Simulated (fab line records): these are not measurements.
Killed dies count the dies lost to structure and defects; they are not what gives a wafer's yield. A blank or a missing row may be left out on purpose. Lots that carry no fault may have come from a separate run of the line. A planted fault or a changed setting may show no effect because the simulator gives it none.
A lot that was struck, set against a sound lot :: flow nand_harc :: 21 out of 1302 route steps
Sound: wafers L990.1, L990.3, L990.5. Struck: wafer L106.3. (L106.6 of the same lot was not struck and is left out.) The cause comes at the end.
At each step with rows: each side's tool, then ch and its chambers, then its first start. Under that, the readings that differ: sound wafers :: struck wafers :: difference of the means :: sigmas: that difference in standard deviations of wafers without a fault.
alike: a reading whose means differ by less than 2 such deviations, as well as words and numbers matching on both sides. not compared: withheld readings; readings where some wafer has no value; bounds like >300 that might hide an equal value; numbers whose values overlap and for which the record gives no deviation.
The two part at a step that has a row with sigmas, a row that says differs or no value, or rows on one side only. Numbers that don't overlap but have no deviation are shown without sigmas and don't part them. Lack of a reading on every wafer of one side parts them only where that side has two or more wafers.

NHARC_A_BLC_CMP_25: polishes, t overpolish 30 s, target thk 150 nm.
  sound on cmp-03 ch 0,1,2, day 22 16:04; struck on cmp-03 ch 1, day 29 23:28
  alike: motor_current_A, overpolish_run_s, slurry_flow_ml_min, time_to_endpoint_s
then, 1 step without rows for these wafers: NHARC_A_BLC_SRD_27.
NHARC_A_BLC_INSPECT_28:
  sound on defect_inspect-02 at day 22 16:28; struck on defect_inspect-01 at day 29 23:49
  alike: raw_defect_count
then, 8 steps without rows for these wafers: NHARC_A_M0_DEP_00 (deposits SiOC, target thk 150 nm); NHARC_A_M0_DEHYDRATE_01 (time 120 s); NHARC_A_M0_HMDS_02 (time 30 s); NHARC_A_M0_COAT_33 (time 65 s); NHARC_A_M0_COAT_03 (resist thk 90 nm); NHARC_A_M0_SOFTBAKE_04 (time 55 s); NHARC_A_M0_EBR_05; NHARC_A_M0_EXPOSE_06 (exposes mask A M0, target cd 80 nm).
NHARC_A_M0_PEB_07: peb time 65 s.
  sound on litho_track-01 ch 0, day 22 17:17; struck on litho_track-04 ch 0, day 30 00:39
then, 1 step without rows for these wafers: NHARC_A_M0_DEVELOP_08 (develop time 35 s).
NHARC_A_M0_CD_MEAS_09 targets a cd of 80 nm.
  sound on cd_sem-03 ch 0, day 22 17:22; struck on cd_sem-03 ch 0
reading: cd_nm (nm)
sound: 80.9 79.6 80.5
struck: 84.9
difference: +4.6
sigmas: +6
  not compared: hold
NHARC_A_M0_OVL_MEAS_10: pitch 160 nm.
  sound on overlay-02 at day 22 17:27; struck on overlay-02 at day 30 03:40
reading: hold
sound: - - -
struck: await_dispo/2.7h/release
difference: no value on the sound wafers
sigmas: 
  alike: overlay_x_nm, overlay_y_nm
NHARC_A_M0_INSPECT_11:
  sound on defect_inspect-01 at day 22 17:29; struck on defect_inspect-02 at day 30 03:42
reading: raw_defect_count
sound: 19 20 19
struck: 96
difference: +77
sigmas: +2
NHARC_A_M0_DESCUM_14: chemistry O2, time 3 s.
  sound on rie_diel-06 ch 0,1, day 22 17:33; struck on rie_diel-09 ch 1, day 30 03:46
reading: drypump_motor_current_A (A)
sound: 6.7 5.6 6.7
struck: 5.4
difference: -0.9
sigmas: -3

reading: model.A_M0.cd_nm (nm)
sound: 81.57 79.35 80.99
struck: 84.96
difference: +4.32
sigmas: 
  alike: oes_product_au, rf_vpp_V, showerhead_plenum_p_Torr, throttle_valve_pct
  not compared: rf_hours_counter_h
NHARC_A_M0_ETCH_34: etches the open film in N2/H2, target depth 40 nm, overetch 12 nm, time 43.94 s.
  sound on rie_diel-06 ch 0,1, day 22 17:38; struck on rie_diel-09 ch 0, day 30 03:52
reading: drypump_motor_current_A (A)
sound: 6.7 5.6 6.7
struck: 5.5
difference: -0.8
sigmas: -2

reading: showerhead_plenum_p_Torr (Torr)
sound: 2.08 2.11 2.08
struck: 1.96
difference: -0.13
sigmas: -2
  alike: oes_product_au, rf_vpp_V, throttle_valve_pct
  not compared: rf_hours_counter_h
NHARC_A_M0_ETCH_15: etches the open film in C4F8/Ar, target depth 150 nm, overetch 15 nm, time 82.5 s.
  sound on rie_diel-06 ch 1,2,3; struck on rie_diel-09 ch 0
reading: model.A_M0.cd_nm (nm)
sound: 81.28 78.89 80.45
struck: 85.01
difference: +4.80
sigmas: 
  alike: oes_product_au, rf_vpp_V
  not compared: rf_hours_counter_h
NHARC_A_M0_CD_MEAS_16:
  sound on cd_sem-02 at day 22 17:51; struck on cd_sem-03 at day 30 04:15
reading: cd_nm (nm)
sound: 80.8 79.1 80.2
struck: 85.4
difference: +5.4
sigmas: +5
  not compared: hold
-- jump in the record: it breaks off in module A_M0 and resumes in module END (first step shown: number 1302 of the route), and 2 days separate the struck wafers' starts before and after --
NHARC_END_SORT_01:
  at this point the record logs the struck wafers (prober-01 ch 0, day 32 11:08) and has no rows for the sound ones

WHERE THEY PART
Earliest at NHARC_A_M0_CD_MEAS_09; latest, in this record, at NHARC_END_SORT_01.

WHY: the cause the simulator had injected
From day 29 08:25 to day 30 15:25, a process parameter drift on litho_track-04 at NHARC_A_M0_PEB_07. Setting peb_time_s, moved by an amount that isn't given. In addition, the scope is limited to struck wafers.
